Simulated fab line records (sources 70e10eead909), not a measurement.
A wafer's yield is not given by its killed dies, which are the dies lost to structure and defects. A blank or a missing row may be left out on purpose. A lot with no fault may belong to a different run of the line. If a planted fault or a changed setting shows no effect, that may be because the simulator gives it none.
fab line records / flow nand_harc
[record] lots = 14 wafers = 42 last_day = 34
route steps=1302 shown P_CONTACT@245 A_BONDPAD@1227 THIN_TSV@1245 END@1302
lots that met no fault: from a run of the same line without faults
start_h: start of the lot's first displayed wafer, in hours after the record's first day / wait_h: how many hours have passed since the lot's step before this one / " same as the row above / L1.1+2: a single row standing in for several wafers / - either no value or no given start / * or withheld: withheld / < > ~ a bound
route shown NAME@n: NAME is a module with steps in the file, n the number in the route of the first one / usual: mean/standard deviation of fault-free wafers / same: alike in all rows / chamber/n: place in a boat / sites: readings site by site / _std_site: how widely they spread, as a standard deviation / _edge_site: mean of outer sites minus mean of inner sites / radius_mm: for every site, how far away it sits from the centre of the wafer / mask NAME#n: copy n / behind: the most recent tool/chamber to have shaped the wafer / hold: cause of the lot's hold/its duration in hours/its outcome / device: the transistor (n, p or np) that didn't switch / end of line: tests run on the same wafers once the route is complete / a step without rows: its recipe alone / killed: not the wafer's yield, but the dies lost to structure and defects at the first sort / map: a wafer's dies, x killed, . not, _ none there
set.NAME: the setting that was run; set.NAME@STEP: the one run at that earlier step / model.NAME: the simulator's own value behind a step, which no gauge read
route steps across a sampled set of lots; one table per step, one row per wafer
services: a tool's chamber out of use, with start hour (start_h, from the record's first day; less than 0 if before it), hours out, and reason
[[steps]]
[step NHARC_P_CONTACT_PRE_CLEAN_39]
[recipe] time_s = 19.5 bias_v = 250 gas = Ar
lot.wafer=L848.4+1+6 tool=pvd_sputter-01 chamber=- start_h=127.18 wait_h=-
lot.wafer=L849.3+6+5 tool=pvd_sputter-02 chamber=- start_h=129.83 wait_h=-
lot.wafer=L850.3+6+5 tool=pvd_sputter-02 chamber=- start_h=139.25 wait_h=-
lot.wafer=L852.4+6+5 tool=pvd_sputter-01 chamber=- start_h=155.57 wait_h=-
lot.wafer=L851.3+2+5 tool=pvd_sputter-02 chamber=- start_h=156.02 wait_h=-
lot.wafer=L853.2+4+1 tool=pvd_sputter-02 chamber=- start_h=171.04 wait_h=-
lot.wafer=L854.1+3+5 tool=pvd_sputter-03 chamber=- start_h=182.40 wait_h=-
lot.wafer=L855.2+3+1 tool=pvd_sputter-01 chamber=- start_h=190.88 wait_h=-
lot.wafer=L860.2+6+5 tool=pvd_sputter-02 chamber=- start_h=235.78 wait_h=-
lot.wafer=L864.3+1+2 tool=pvd_sputter-03 chamber=- start_h=283.79 wait_h=-
lot.wafer=L865.1+2+3 tool=pvd_sputter-03 chamber=- start_h=290.72 wait_h=-
lot.wafer=L866.1+2+5 tool=pvd_sputter-02 chamber=- start_h=297.56 wait_h=-
lot.wafer=L868.1+3+5 tool=pvd_sputter-02 chamber=- start_h=326.28 wait_h=-
lot.wafer=L871.2+6+5 tool=pvd_sputter-02 chamber=- start_h=356.55 wait_h=-
[step NHARC_A_BONDPAD_PVD_17]
[recipe] target_thk_a = 50 bias_v = 168.6 power_w = 15000 chamber_pressure_pa = 0.12 time_s = 8.06 substrate_temp_c = 50 material = TaN
[usual] cathode_dc_power_W = 15000/2.7 substrate_temp_c = 49.97/0.12 throttle_valve_pct = 30.1/0.93
lot.wafer=L849.3 tool=pvd_sputter-01 chamber=- start_h=- wait_h=- cathode_dc_power_W=14999 substrate_temp_c=50.23 throttle_valve_pct=29.4
lot.wafer=L849.5 tool=pvd_sputter-01 chamber=- start_h=- wait_h=- cathode_dc_power_W=14999 substrate_temp_c=49.74 throttle_valve_pct=30.6
lot.wafer=L849.6 tool=pvd_sputter-01 chamber=- start_h=- wait_h=- cathode_dc_power_W=15000 substrate_temp_c=50.21 throttle_valve_pct=29.2
lot.wafer=L848.1 tool=pvd_sputter-02 chamber=- start_h=- wait_h=- cathode_dc_power_W=15002 substrate_temp_c=50.15 throttle_valve_pct=30.6
lot.wafer=L848.4 tool=pvd_sputter-02 chamber=- start_h=- wait_h=- cathode_dc_power_W=14997 substrate_temp_c=49.73 throttle_valve_pct=31.6
lot.wafer=L848.6 tool=pvd_sputter-02 chamber=- start_h=- wait_h=- cathode_dc_power_W=15001 substrate_temp_c=49.95 throttle_valve_pct=29.1
lot.wafer=L850.3 tool=pvd_sputter-02 chamber=- start_h=- wait_h=- cathode_dc_power_W=14999 substrate_temp_c=49.85 throttle_valve_pct=31.4
lot.wafer=L850.6 tool=pvd_sputter-02 chamber=- start_h=- wait_h=- cathode_dc_power_W=15001 substrate_temp_c=49.81 throttle_valve_pct=31.5
lot.wafer=L850.5 tool=pvd_sputter-02 chamber=- start_h=- wait_h=- cathode_dc_power_W=14998 substrate_temp_c=50.10 throttle_valve_pct=28.8
lot.wafer=L851.3 tool=pvd_sputter-03 chamber=- start_h=- wait_h=- cathode_dc_power_W=15001 substrate_temp_c=49.98 throttle_valve_pct=30.6
lot.wafer=L851.2 tool=pvd_sputter-03 chamber=- start_h=- wait_h=- cathode_dc_power_W=15003 substrate_temp_c=50.04 throttle_valve_pct=28.9
lot.wafer=L851.5 tool=pvd_sputter-03 chamber=- start_h=- wait_h=- cathode_dc_power_W=14998 substrate_temp_c=50.03 throttle_valve_pct=30.6
lot.wafer=L852.4 tool=pvd_sputter-02 chamber=- start_h=- wait_h=- cathode_dc_power_W=14999 substrate_temp_c=49.87 throttle_valve_pct=30.4
lot.wafer=L852.5 tool=pvd_sputter-02 chamber=- start_h=- wait_h=- cathode_dc_power_W=14999 substrate_temp_c=49.84 throttle_valve_pct=31.6
lot.wafer=L852.6 tool=pvd_sputter-02 chamber=- start_h=- wait_h=- cathode_dc_power_W=14998 substrate_temp_c=49.72 throttle_valve_pct=28.7
lot.wafer=L854.1 tool=pvd_sputter-02 chamber=- start_h=- wait_h=- cathode_dc_power_W=15004 substrate_temp_c=50.05 throttle_valve_pct=29.2
lot.wafer=L854.3 tool=pvd_sputter-02 chamber=- start_h=- wait_h=- cathode_dc_power_W=15002 substrate_temp_c=49.76 throttle_valve_pct=28.9
lot.wafer=L854.5 tool=pvd_sputter-02 chamber=- start_h=- wait_h=- cathode_dc_power_W=15000 substrate_temp_c=50.15 throttle_valve_pct=28.9
lot.wafer=L853.2 tool=pvd_sputter-01 chamber=- start_h=- wait_h=- cathode_dc_power_W=15003 substrate_temp_c=49.94 throttle_valve_pct=30.4
lot.wafer=L853.4 tool=pvd_sputter-01 chamber=- start_h=- wait_h=- cathode_dc_power_W=15004 substrate_temp_c=50.13 throttle_valve_pct=31.0
lot.wafer=L853.1 tool=pvd_sputter-01 chamber=- start_h=- wait_h=- cathode_dc_power_W=15001 substrate_temp_c=50.12 throttle_valve_pct=29.0
lot.wafer=L855.2 tool=pvd_sputter-03 chamber=- start_h=- wait_h=- cathode_dc_power_W=15007 substrate_temp_c=50.13 throttle_valve_pct=30.6
lot.wafer=L855.3 tool=pvd_sputter-03 chamber=- start_h=- wait_h=- cathode_dc_power_W=14993 substrate_temp_c=49.98 throttle_valve_pct=30.5
lot.wafer=L855.1 tool=pvd_sputter-03 chamber=- start_h=- wait_h=- cathode_dc_power_W=15001 substrate_temp_c=49.95 throttle_valve_pct=29.2
lot.wafer=L860.2 tool=pvd_sputter-03 chamber=- start_h=- wait_h=- cathode_dc_power_W=14996 substrate_temp_c=49.86 throttle_valve_pct=30.5
lot.wafer=L860.6 tool=pvd_sputter-03 chamber=- start_h=- wait_h=- cathode_dc_power_W=14995 substrate_temp_c=49.93 throttle_valve_pct=30.3
lot.wafer=L860.5 tool=pvd_sputter-03 chamber=- start_h=- wait_h=- cathode_dc_power_W=14999 substrate_temp_c=50.03 throttle_valve_pct=30.7
lot.wafer=L864.1 tool=pvd_sputter-03 chamber=- start_h=- wait_h=- cathode_dc_power_W=15006 substrate_temp_c=50.12 throttle_valve_pct=30.8
lot.wafer=L864.2 tool=pvd_sputter-03 chamber=- start_h=- wait_h=- cathode_dc_power_W=15001 substrate_temp_c=50.09 throttle_valve_pct=30.4
lot.wafer=L864.3 tool=pvd_sputter-03 chamber=- start_h=- wait_h=- cathode_dc_power_W=15005 substrate_temp_c=49.95 throttle_valve_pct=28.9
lot.wafer=L866.2 tool=pvd_sputter-01 chamber=- start_h=- wait_h=- cathode_dc_power_W=14997 substrate_temp_c=49.88 throttle_valve_pct=30.9
lot.wafer=L866.1 tool=pvd_sputter-01 chamber=- start_h=- wait_h=- cathode_dc_power_W=15000 substrate_temp_c=50.10 throttle_valve_pct=30.3
lot.wafer=L866.5 tool=pvd_sputter-01 chamber=- start_h=- wait_h=- cathode_dc_power_W=15001 substrate_temp_c=49.83 throttle_valve_pct=29.3
lot.wafer=L865.1 tool=pvd_sputter-02 chamber=- start_h=- wait_h=- cathode_dc_power_W=14999 substrate_temp_c=49.87 throttle_valve_pct=29.0
lot.wafer=L865.2 tool=pvd_sputter-02 chamber=- start_h=- wait_h=- cathode_dc_power_W=14998 substrate_temp_c=49.87 throttle_valve_pct=30.8
lot.wafer=L865.3 tool=pvd_sputter-02 chamber=- start_h=- wait_h=- cathode_dc_power_W=14997 substrate_temp_c=50.10 throttle_valve_pct=32.1
lot.wafer=L868.3 tool=pvd_sputter-01 chamber=- start_h=- wait_h=- cathode_dc_power_W=15004 substrate_temp_c=49.79 throttle_valve_pct=30.6
lot.wafer=L868.1 tool=pvd_sputter-01 chamber=- start_h=- wait_h=- cathode_dc_power_W=15002 substrate_temp_c=49.90 throttle_valve_pct=29.0
lot.wafer=L868.5 tool=pvd_sputter-01 chamber=- start_h=- wait_h=- cathode_dc_power_W=14999 substrate_temp_c=50.20 throttle_valve_pct=28.7
lot.wafer=L871.2 tool=pvd_sputter-03 chamber=- start_h=- wait_h=- cathode_dc_power_W=14998 substrate_temp_c=50.10 throttle_valve_pct=31.1
lot.wafer=L871.5 tool=pvd_sputter-03 chamber=- start_h=- wait_h=- cathode_dc_power_W=15002 substrate_temp_c=50.03 throttle_valve_pct=31.0
lot.wafer=L871.6 tool=pvd_sputter-03 chamber=- start_h=- wait_h=- cathode_dc_power_W=15002 substrate_temp_c=49.95 throttle_valve_pct=31.3
[step NHARC_THIN_TSV_CMP_01]
[recipe] target_thk_um = 3
[usual] motor_current_A = 11.8/1.2
lot.wafer=L849.3 tool=cmp-04 chamber=2 start_h=552.75 wait_h=0.7 motor_current_A=12.7
lot.wafer=L849.5 tool=cmp-04 chamber=3 start_h=552.75 wait_h=0.7 motor_current_A=13.6
lot.wafer=L849.6 tool=cmp-04 chamber=0 start_h=552.75 wait_h=0.7 motor_current_A=12.7
lot.wafer=L848.1 tool=cmp-03 chamber=1 start_h=561.14 wait_h=1.0 motor_current_A=11.6
lot.wafer=L848.4 tool=cmp-03 chamber=2 start_h=561.14 wait_h=1.0 motor_current_A=10.7
lot.wafer=L848.6 tool=cmp-03 chamber=2 start_h=561.14 wait_h=1.0 motor_current_A=10.6
lot.wafer=L850.3 tool=cmp-04 chamber=1 start_h=573.68 wait_h=0.7 motor_current_A=12.9
lot.wafer=L850.6 tool=cmp-04 chamber=3 start_h=573.68 wait_h=0.7 motor_current_A=13.3
lot.wafer=L850.5 tool=cmp-04 chamber=0 start_h=573.68 wait_h=0.7 motor_current_A=12.8
lot.wafer=L851.2 tool=cmp-04 chamber=2 start_h=583.85 wait_h=0.8 motor_current_A=13.0
lot.wafer=L851.3 tool=cmp-04 chamber=0 start_h=583.85 wait_h=0.8 motor_current_A=12.4
lot.wafer=L851.5 tool=cmp-04 chamber=1 start_h=583.85 wait_h=0.8 motor_current_A=13.2
lot.wafer=L852.4 tool=cmp-04 chamber=2 start_h=591.79 wait_h=0.5 motor_current_A=12.9
lot.wafer=L852.6 tool=cmp-04 chamber=3 start_h=591.79 wait_h=0.5 motor_current_A=14.3
lot.wafer=L852.5 tool=cmp-04 chamber=0 start_h=591.79 wait_h=0.5 motor_current_A=12.1
lot.wafer=L853.2 tool=cmp-01 chamber=1 start_h=607.55 wait_h=0.8 motor_current_A=10.7
lot.wafer=L853.1 tool=cmp-01 chamber=2 start_h=607.55 wait_h=0.8 motor_current_A=10.8
lot.wafer=L853.4 tool=cmp-01 chamber=0 start_h=607.55 wait_h=0.8 motor_current_A=11.3
lot.wafer=L854.1 tool=cmp-03 chamber=3 start_h=608.76 wait_h=1.0 motor_current_A=11.8
lot.wafer=L854.3 tool=cmp-03 chamber=0 start_h=608.76 wait_h=1.0 motor_current_A=9.9
lot.wafer=L854.5 tool=cmp-03 chamber=3 start_h=608.76 wait_h=1.0 motor_current_A=12.5
lot.wafer=L855.3 tool=cmp-01 chamber=2 start_h=619.37 wait_h=0.6 motor_current_A=11.0
lot.wafer=L855.1 tool=cmp-01 chamber=3 start_h=619.37 wait_h=0.6 motor_current_A=11.7
lot.wafer=L855.2 tool=cmp-01 chamber=1 start_h=619.37 wait_h=0.6 motor_current_A=11.1
lot.wafer=L860.2 tool=cmp-01 chamber=0 start_h=650.25 wait_h=0.9 motor_current_A=10.6
lot.wafer=L860.6 tool=cmp-01 chamber=2 start_h=650.25 wait_h=0.9 motor_current_A=11.3
lot.wafer=L860.5 tool=cmp-01 chamber=3 start_h=650.25 wait_h=0.9 motor_current_A=12.5
lot.wafer=L864.2 tool=cmp-04 chamber=2 start_h=699.14 wait_h=0.9 motor_current_A=12.5
lot.wafer=L864.1 tool=cmp-04 chamber=3 start_h=699.14 wait_h=0.9 motor_current_A=14.0
lot.wafer=L864.3 tool=cmp-04 chamber=0 start_h=699.14 wait_h=0.9 motor_current_A=12.7
lot.wafer=L865.2 tool=cmp-01 chamber=1 start_h=718.82 wait_h=0.8 motor_current_A=10.9
lot.wafer=L865.3 tool=cmp-01 chamber=2 start_h=718.82 wait_h=0.8 motor_current_A=11.4
lot.wafer=L865.1 tool=cmp-01 chamber=0 start_h=718.82 wait_h=0.8 motor_current_A=11.5
lot.wafer=L866.1 tool=cmp-01 chamber=3 start_h=720.01 wait_h=1.0 motor_current_A=11.8
lot.wafer=L866.2 tool=cmp-01 chamber=2 start_h=720.01 wait_h=1.0 motor_current_A=11.0
lot.wafer=L866.5 tool=cmp-01 chamber=3 start_h=720.01 wait_h=1.0 motor_current_A=11.8
lot.wafer=L868.1 tool=cmp-03 chamber=0 start_h=745.24 wait_h=1.0 motor_current_A=10.2
lot.wafer=L868.3 tool=cmp-03 chamber=1 start_h=745.24 wait_h=1.0 motor_current_A=11.9
lot.wafer=L868.5 tool=cmp-03 chamber=3 start_h=745.24 wait_h=1.0 motor_current_A=12.7
lot.wafer=L871.2 tool=cmp-03 chamber=1 start_h=793.69 wait_h=0.9 motor_current_A=12.0
lot.wafer=L871.6 tool=cmp-03 chamber=3 start_h=793.69 wait_h=0.9 motor_current_A=12.1
lot.wafer=L871.5 tool=cmp-03 chamber=0 start_h=793.69 wait_h=0.9 motor_current_A=10.3
[step NHARC_THIN_TSV_ETCHBACK_48]
[recipe] target_depth_a = 10285 over_etch_frac = 0.3 time_s = 405.17 ion_energy_ev = 250 c4f8_flow_sccm = withheld ar_flow_sccm = withheld rf_w = 600 bias_w = 300 chemistry = C4F8/Ar
[usual] oes_product_au = 0.949/0.027 rf_vpp_V = 545.5/2.5
lot.wafer=L849.3 tool=rie_diel-02 chamber=1 start_h=556.26 wait_h=- oes_product_au=0.929 rf_hours_counter_h=8 rf_vpp_V=542.4
lot.wafer=L849.6 tool=rie_diel-02 chamber=1 start_h=556.26 wait_h=- oes_product_au=0.928 rf_hours_counter_h=- rf_vpp_V=541.1
lot.wafer=L849.5 tool=rie_diel-02 chamber=2 start_h=556.26 wait_h=- oes_product_au=0.922 rf_hours_counter_h=- rf_vpp_V=545.7
lot.wafer=L848.1 tool=rie_diel-13 chamber=0 start_h=564.77 wait_h=- oes_product_au=0.967 rf_hours_counter_h=1 rf_vpp_V=546.6
lot.wafer=L848.4 tool=rie_diel-13 chamber=1 start_h=564.77 wait_h=- oes_product_au=1.003 rf_hours_counter_h=2 rf_vpp_V=545.2
lot.wafer=L848.6 tool=rie_diel-13 chamber=3 start_h=564.77 wait_h=- oes_product_au=0.998 rf_hours_counter_h=- rf_vpp_V=550.8
lot.wafer=L850.3 tool=rie_diel-01 chamber=3 start_h=577.22 wait_h=- oes_product_au=1.006 rf_hours_counter_h=0 rf_vpp_V=542.8
lot.wafer=L850.6 tool=rie_diel-01 chamber=3 start_h=577.22 wait_h=- oes_product_au=1.002 rf_hours_counter_h=- rf_vpp_V=543.2
lot.wafer=L850.5 tool=rie_diel-01 chamber=0 start_h=577.22 wait_h=- oes_product_au=1.016 rf_hours_counter_h=- rf_vpp_V=544.5
lot.wafer=L851.3 tool=rie_diel-02 chamber=0 start_h=587.44 wait_h=- oes_product_au=0.958 rf_hours_counter_h=1 rf_vpp_V=543.5
lot.wafer=L851.2 tool=rie_diel-02 chamber=1 start_h=587.44 wait_h=- oes_product_au=0.984 rf_hours_counter_h=1 rf_vpp_V=543.3
lot.wafer=L851.5 tool=rie_diel-02 chamber=0 start_h=587.44 wait_h=- oes_product_au=0.970 rf_hours_counter_h=- rf_vpp_V=542.5
lot.wafer=L852.4 tool=rie_diel-02 chamber=2 start_h=595.28 wait_h=- oes_product_au=0.994 rf_hours_counter_h=2 rf_vpp_V=544.9
lot.wafer=L852.6 tool=rie_diel-02 chamber=2 start_h=595.28 wait_h=- oes_product_au=0.993 rf_hours_counter_h=- rf_vpp_V=546.1
lot.wafer=L852.5 tool=rie_diel-02 chamber=3 start_h=595.28 wait_h=- oes_product_au=0.989 rf_hours_counter_h=- rf_vpp_V=547.8
lot.wafer=L853.2 tool=rie_diel-13 chamber=0 start_h=611.14 wait_h=- oes_product_au=0.914 rf_hours_counter_h=4 rf_vpp_V=547.7
lot.wafer=L853.4 tool=rie_diel-13 chamber=1 start_h=611.14 wait_h=- oes_product_au=0.928 rf_hours_counter_h=4 rf_vpp_V=545.0
lot.wafer=L853.1 tool=rie_diel-13 chamber=3 start_h=611.14 wait_h=- oes_product_au=0.915 rf_hours_counter_h=4 rf_vpp_V=548.2
lot.wafer=L854.1 tool=rie_diel-01 chamber=0 start_h=612.39 wait_h=- oes_product_au=0.962 rf_hours_counter_h=3 rf_vpp_V=545.1
lot.wafer=L854.3 tool=rie_diel-01 chamber=1 start_h=612.39 wait_h=- oes_product_au=0.963 rf_hours_counter_h=2 rf_vpp_V=548.3
lot.wafer=L854.5 tool=rie_diel-01 chamber=3 start_h=612.39 wait_h=- oes_product_au=0.977 rf_hours_counter_h=- rf_vpp_V=542.8
lot.wafer=L855.3 tool=rie_diel-13 chamber=0 start_h=622.93 wait_h=- oes_product_au=0.965 rf_hours_counter_h=5 rf_vpp_V=548.6
lot.wafer=L855.1 tool=rie_diel-13 chamber=1 start_h=622.93 wait_h=- oes_product_au=0.974 rf_hours_counter_h=5 rf_vpp_V=546.3
lot.wafer=L855.2 tool=rie_diel-13 chamber=3 start_h=622.93 wait_h=- oes_product_au=0.963 rf_hours_counter_h=5 rf_vpp_V=549.8
lot.wafer=L860.2 tool=rie_diel-13 chamber=3 start_h=653.87 wait_h=- oes_product_au=0.906 rf_hours_counter_h=6 rf_vpp_V=550.3
lot.wafer=L860.6 tool=rie_diel-13 chamber=0 start_h=653.87 wait_h=- oes_product_au=0.920 rf_hours_counter_h=- rf_vpp_V=548.1
lot.wafer=L860.5 tool=rie_diel-13 chamber=1 start_h=653.87 wait_h=- oes_product_au=0.916 rf_hours_counter_h=- rf_vpp_V=544.9
lot.wafer=L864.3 tool=rie_diel-02 chamber=1 start_h=703.10 wait_h=- oes_product_au=0.938 rf_hours_counter_h=9 rf_vpp_V=542.9
lot.wafer=L864.1 tool=rie_diel-02 chamber=2 start_h=703.10 wait_h=- oes_product_au=0.942 rf_hours_counter_h=10 rf_vpp_V=545.6
lot.wafer=L864.2 tool=rie_diel-02 chamber=3 start_h=703.10 wait_h=- oes_product_au=0.946 rf_hours_counter_h=10 rf_vpp_V=548.2
lot.wafer=L865.2 tool=rie_diel-02 chamber=3 start_h=722.39 wait_h=- oes_product_au=0.958 rf_hours_counter_h=12 rf_vpp_V=546.8
lot.wafer=L865.1 tool=rie_diel-02 chamber=0 start_h=722.39 wait_h=- oes_product_au=0.931 rf_hours_counter_h=11 rf_vpp_V=542.7
lot.wafer=L865.3 tool=rie_diel-02 chamber=2 start_h=722.39 wait_h=- oes_product_au=0.944 rf_hours_counter_h=12 rf_vpp_V=546.1
lot.wafer=L866.2 tool=rie_diel-02 chamber=3 start_h=723.44 wait_h=- oes_product_au=0.944 rf_hours_counter_h=12 rf_vpp_V=546.0
lot.wafer=L866.1 tool=rie_diel-02 chamber=1 start_h=723.44 wait_h=- oes_product_au=0.935 rf_hours_counter_h=11 rf_vpp_V=541.2
lot.wafer=L866.5 tool=rie_diel-02 chamber=3 start_h=723.44 wait_h=- oes_product_au=0.942 rf_hours_counter_h=- rf_vpp_V=546.0
lot.wafer=L868.1 tool=rie_diel-01 chamber=1 start_h=748.84 wait_h=- oes_product_au=0.963 rf_hours_counter_h=0 rf_vpp_V=547.5
lot.wafer=L868.3 tool=rie_diel-01 chamber=3 start_h=748.84 wait_h=- oes_product_au=0.975 rf_hours_counter_h=1 rf_vpp_V=542.9
lot.wafer=L868.5 tool=rie_diel-01 chamber=0 start_h=748.84 wait_h=- oes_product_au=0.956 rf_hours_counter_h=- rf_vpp_V=542.9
lot.wafer=L871.2 tool=rie_diel-13 chamber=0 start_h=797.28 wait_h=- oes_product_au=0.947 rf_hours_counter_h=4 rf_vpp_V=548.7
lot.wafer=L871.6 tool=rie_diel-13 chamber=2 start_h=797.28 wait_h=- oes_product_au=0.961 rf_hours_counter_h=- rf_vpp_V=544.1
lot.wafer=L871.5 tool=rie_diel-13 chamber=3 start_h=797.28 wait_h=- oes_product_au=0.934 rf_hours_counter_h=- rf_vpp_V=549.6
[step NHARC_END_SORT_01]
[recipe] temp_c = 25
[usual] killed_at_array = 55/19 killed_at_other = 0.9/1.4 killed_at_periphery = 3.8/2.9 killed_dies = 60/19 killed_open = 3.3/1.8 killed_short = 2.6/1.6
[same] gross_dies = 677
lot.wafer=L864.1 tool=prober-02 chamber=0 start_h=716.11 wait_h=2.5 killed_at_array=63 killed_at_other=0 killed_at_periphery=79 killed_dies=142 killed_open=6 killed_short=3
lot.wafer=L864.2 tool=prober-02 chamber=0 start_h=716.90 wait_h=2.8 killed_at_array=88 killed_at_other=0 killed_at_periphery=57 killed_dies=145 killed_open=3 killed_short=4
lot.wafer=L864.3 tool=prober-02 chamber=0 start_h=717.68 wait_h=3.1 killed_at_array=52 killed_at_other=0 killed_at_periphery=50 killed_dies=102 killed_open=3 killed_short=3
lot.wafer=L865.1 tool=prober-02 chamber=0 start_h=735.02 wait_h=2.5 killed_at_array=35 killed_at_other=4 killed_at_periphery=112 killed_dies=151 killed_open=1 killed_short=2
lot.wafer=L865.2 tool=prober-02 chamber=0 start_h=735.82 wait_h=2.8 killed_at_array=44 killed_at_other=0 killed_at_periphery=58 killed_dies=102 killed_open=1 killed_short=3
lot.wafer=L865.3 tool=prober-02 chamber=0 start_h=736.61 wait_h=3.1 killed_at_array=39 killed_at_other=1 killed_at_periphery=79 killed_dies=119 killed_open=0 killed_short=3
// killed by level:class
L864.1 P_CONTACT:unspecified=76 A_CHANNEL_HOLE_D1:chamber_film_flake=33 A_CHANNEL_HOLE_D2:chamber_film_flake=9 A_CONTACT:chamber_film_flake=7 A_SLIT:chamber_film_flake=6 P_CONTACT:geometric_particle:open=1 P_M0:geometric_particle:open=1 P_M0:geometric_particle:short=1
L864.2 P_CONTACT:unspecified=55 A_CHANNEL_HOLE_D1:chamber_film_flake=32 A_SLIT:chamber_film_flake=19 A_CHANNEL_HOLE_D2:chamber_film_flake=18 A_CONTACT:chamber_film_flake=10 P_M0:geometric_particle:short=1 A_ONON_D1:geometric_particle:short=1 A_CHANNEL_HOLE_D1:geometric_particle:short=1
L864.3 P_CONTACT:unspecified=47 A_CHANNEL_HOLE_D1:chamber_film_flake=25 A_CHANNEL_HOLE_D2:chamber_film_flake=6 A_CONTACT:chamber_film_flake=6 A_SLIT:chamber_film_flake=5 A_WL_FILL:geometric_particle:short=2 A_BLC:geometric_particle:open=2 A_CHANNEL_FILL_D1:chamber_film_flake=2
L865.1 P_CONTACT:unspecified=110 A_CHANNEL_HOLE_D2:chamber_film_flake=13 A_CHANNEL_HOLE_D1:chamber_film_flake=7 A_SLIT:chamber_film_flake=5 THIN_TSV:chamber_film_flake=4 A_STAIRCASE:chamber_film_flake=3 A_WL_FILL:geometric_particle:short=2 P_ZERO_WELL:chamber_film_flake=2
L865.2 P_CONTACT:unspecified=56 A_CHANNEL_HOLE_D2:chamber_film_flake=25 A_CHANNEL_HOLE_D1:chamber_film_flake=6 A_SLIT:chamber_film_flake=3 A_WL_FILL:geometric_particle:short=2 A_CONTACT:chamber_film_flake=2 A_CHANNEL_FILL_D1:geometric_particle:short=1 A_DECK1_JOINT:geometric_particle:open=1
L865.3 P_CONTACT:unspecified=78 A_CHANNEL_HOLE_D2:chamber_film_flake=13 A_CHANNEL_HOLE_D1:chamber_film_flake=8 A_SLIT:chamber_film_flake=7 A_CHANNEL_FILL_D1:chamber_film_flake=2 A_STAIRCASE:chamber_film_flake=2 A_CHANNEL_FILL_D1:geometric_particle:short=1 A_ONON_D2:geometric_particle:short=1
[[services]]
tool=pvd_sputter-02 chamber=- start_h=104.00 hours=10.0 kind=pm
tool=pvd_sputter-01 chamber=- start_h=132.29 hours=1.2 kind=repair
tool=pvd_sputter-03 chamber=- start_h=141.66 hours=11.8 kind=repair
tool=pvd_sputter-01 chamber=- start_h=166.44 hours=7.9 kind=repair
tool=pvd_sputter-03 chamber=- start_h=170.00 hours=10.0 kind=pm
tool=pvd_sputter-02 chamber=- start_h=195.39 hours=2.0 kind=repair
tool=pvd_sputter-02 chamber=- start_h=217.84 hours=1.8 kind=repair
tool=pvd_sputter-02 chamber=- start_h=220.78 hours=1.4 kind=repair
tool=pvd_sputter-02 chamber=- start_h=229.21 hours=1.2 kind=repair
tool=pvd_sputter-03 chamber=- start_h=250.41 hours=9.1 kind=repair
tool=pvd_sputter-02 chamber=- start_h=271.34 hours=6.3 kind=repair
tool=pvd_sputter-02 chamber=- start_h=282.00 hours=10.0 kind=pm
tool=pvd_sputter-03 chamber=- start_h=348.00 hours=10.0 kind=pm
tool=pvd_sputter-02 chamber=- start_h=405.72 hours=3.6 kind=repair
tool=pvd_sputter-02 chamber=- start_h=460.00 hours=10.0 kind=pm
tool=pvd_sputter-03 chamber=- start_h=486.18 hours=2.0 kind=repair
tool=pvd_sputter-02 chamber=- start_h=507.80 hours=1.3 kind=repair
tool=pvd_sputter-03 chamber=- start_h=514.20 hours=2.5 kind=repair
tool=pvd_sputter-03 chamber=- start_h=520.42 hours=8.6 kind=repair
tool=pvd_sputter-02 chamber=- start_h=553.37 hours=2.0 kind=repair
tool=pvd_sputter-03 chamber=- start_h=556.64 hours=2.2 kind=repair
tool=pvd_sputter-02 chamber=- start_h=579.80 hours=9.7 kind=repair
tool=pvd_sputter-02 chamber=- start_h=638.00 hours=10.0 kind=pm
tool=pvd_sputter-03 chamber=- start_h=703.09 hours=5.0 kind=repair
[[key]]
[first_sign] step = NHARC_END_SORT_01 reading = killed_at_periphery direction = up sigmas = 24 usual = 3.8 struck = 72.5
[effect] step = NHARC_END_SORT_01 reading = killed_dies direction = up sigmas = 3.5 usual = 60 struck = 127 wafers_moved = 5
[more_kills_born_at] NHARC_P_CONTACT_PRE_CLEAN_39@pvd_sputter-03 = 422
met_at NHARC_P_CONTACT_PRE_CLEAN_39
struck_lots L864,L865
tester_left_out L864,L865
not_acting_at NHARC_A_BONDPAD_PVD_17,NHARC_THIN_TSV_CMP_01,NHARC_THIN_TSV_ETCHBACK_48
onset_between 182.40 283.79
[fault] kind = chamber_particle_source tool = pvd_sputter-03 chamber = - onset_h = 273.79 steps = NHARC_P_CONTACT_PRE_CLEAN_39 rate_per_visit_cm2 = 2.2233 end_h = 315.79
// tester_left_out: of these lots the tester's yield and bins aren't shown, on N5 and GAA mostly nor the transistor test; their killed dies are dies lost to structure and defects alone, not to doping, threshold or leakage, so they don't give the yield
